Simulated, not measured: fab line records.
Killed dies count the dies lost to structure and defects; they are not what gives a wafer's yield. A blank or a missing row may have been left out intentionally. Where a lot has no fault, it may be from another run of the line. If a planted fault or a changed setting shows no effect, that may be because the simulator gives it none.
A struck lot beside a sound one | flow nand-harc | 14 steps out of a route of 1302
Sound: wafers L371.1, L371.2, L371.4. Wafers struck: L379.1, L379.3, L379.5. The cause is given at the end.
Per side, at each step with rows, come the tool, then ch with its chambers, and then its first start. Under that, the readings that differ: sound wafers | struck wafers | difference of the means | sigmas: that difference in standard deviations of wafers without a fault.
alike: readings with means less than 2 such deviations apart, plus words and numbers identical on both sides. not compared: withheld readings, readings lacking a value on some wafer, bounds such as >300 that could conceal the same value, and numbers that have no deviation in the record and whose values overlap.
Wherever a step has rows on one side only, a row that says differs or no value, or a row with sigmas, the two part there. Non-overlapping numbers with no deviation appear without sigmas and do not part them. Lack of a reading on every wafer of one side parts them only where that side has two or more wafers.

NHARC_A_BLC_STRIP_29: strips in CF4.
  sound on rie-diel-08 ch 0,2,3, day 23 07:03; struck on rie-diel-10 ch 0,1,2, day 26 22:33
  alike: chamber-pressure-mTorr, drypump-motor-current-A, oes-product-au, rf-vpp-V, showerhead-plenum-p-Torr, throttle-valve-pct
  not compared: rf-hours-counter-h
NHARC_A_BLC_STRIP_21: strips in O2.
  sound on rie-diel-08 ch 0,2,3, day 23 07:10; struck on rie-diel-10 ch 0,2,3, day 26 22:40
  alike: chamber-pressure-mTorr, drypump-motor-current-A, oes-product-au, rf-vpp-V, showerhead-plenum-p-Torr, throttle-valve-pct
  not compared: rf-hours-counter-h
then, 1 step without rows for these wafers: NHARC_A_BLC_STRIP_22 (strips in post etch residue remover, time 600 s).
NHARC_A_BLC_DEGAS_30: time 60 s.
  sound: pvd-sputter-01 at day 23 07:35; struck: pvd-sputter-02 at day 26 23:04
  alike: heater-power-w
then, 1 step without rows for these wafers: NHARC_A_BLC_PRE_CLEAN_31 (time 15 s).
NHARC_A_BLC_PVD_32: deposits Ti, target thk 5 nm, time 17.7 s.
  sound on pvd-sputter-01; struck on pvd-sputter-02
  alike: cathode-dc-power-W, throttle-valve-pct
then, 1 step without rows for these wafers: NHARC_A_BLC_ALD_23 (deposits TiN, target thk 3 nm, pulse time 1 s, ald cycles 150).
NHARC_A_BLC_CVD_24: deposits W, target thk 150 nm, time 434 s.
  sound on cvd-w-02 ch 0,1; struck on cvd-w-01 ch 1
  reading                | sound       | struck      | difference | sigmas
  throttle-valve-pct (%) | 8.6 8.1 8.5 | 7.5 7.8 7.6 | -0.8       | -2
  alike: heater-power-w
then, 2 steps without rows for these wafers: NHARC_A_BLC_CMP_25 (polishes, t overpolish 30 s, target thk 150 nm); NHARC_A_BLC_SRD_27.
NHARC_A_BLC_INSPECT_28:
  sound: defect-inspect-02 at day 23 08:57; struck: defect-inspect-01 at day 27 00:26
  alike: raw-defect-count
NHARC_A_M0_DEP_00: deposits SiOC, target thk 150 nm.
  sound on pecvd-01 ch 0,1,2, day 23 09:01; struck on pecvd-04 ch 0,1, day 27 00:33
  no value came back on the struck wafers for chamber-pressure-Torr (Torr), rf-fwd-power-W (W); on the sound wafers chamber-pressure-Torr (Torr) reads 4.992 4.995 4.995
then, 1 step without rows for these wafers: NHARC_A_M0_DEHYDRATE_01 (time 120 s).
NHARC_END_SORT_01:
  sound on prober-01 ch 0, day 25 01:11; struck on prober-01 ch 0, day 28 16:55
  reading                  | sound       | struck         | difference | sigmas
  defect-limited-yield (%) | 89 90 91    | 0 0 0          | -90        | -30
  killed-at-array          | 72 56 61    | 669 675 675    | +610       | +30
  killed-dies              | 76 65 63    | 677 677 677    | +609       | +30
  sort_bin_2_pct (%)       | 4.6 3.7 3.2 | 91.6 93.9 92.3 | +88.8      | +63
  sort-n-pass              | 601 612 614 | 0 0 0          | -609       | -30
  sort-rim-yield-pct (%)   | 88 95 93    | 0 0 0          | -92        | -26
  sort-yield-pct (%)       | 89 90 91    | 0 0 0          | -90        | -30
  alike: killed-at-other, killed-at-periphery, killed-open, killed-short, sort_bin_3_pct, sort_bin_4_pct

== WHERE THEY PART ==
At NHARC_A_BLC_CVD_24 first; at NHARC_END_SORT_01 last (within this record only).

WHY: what the simulator had put in
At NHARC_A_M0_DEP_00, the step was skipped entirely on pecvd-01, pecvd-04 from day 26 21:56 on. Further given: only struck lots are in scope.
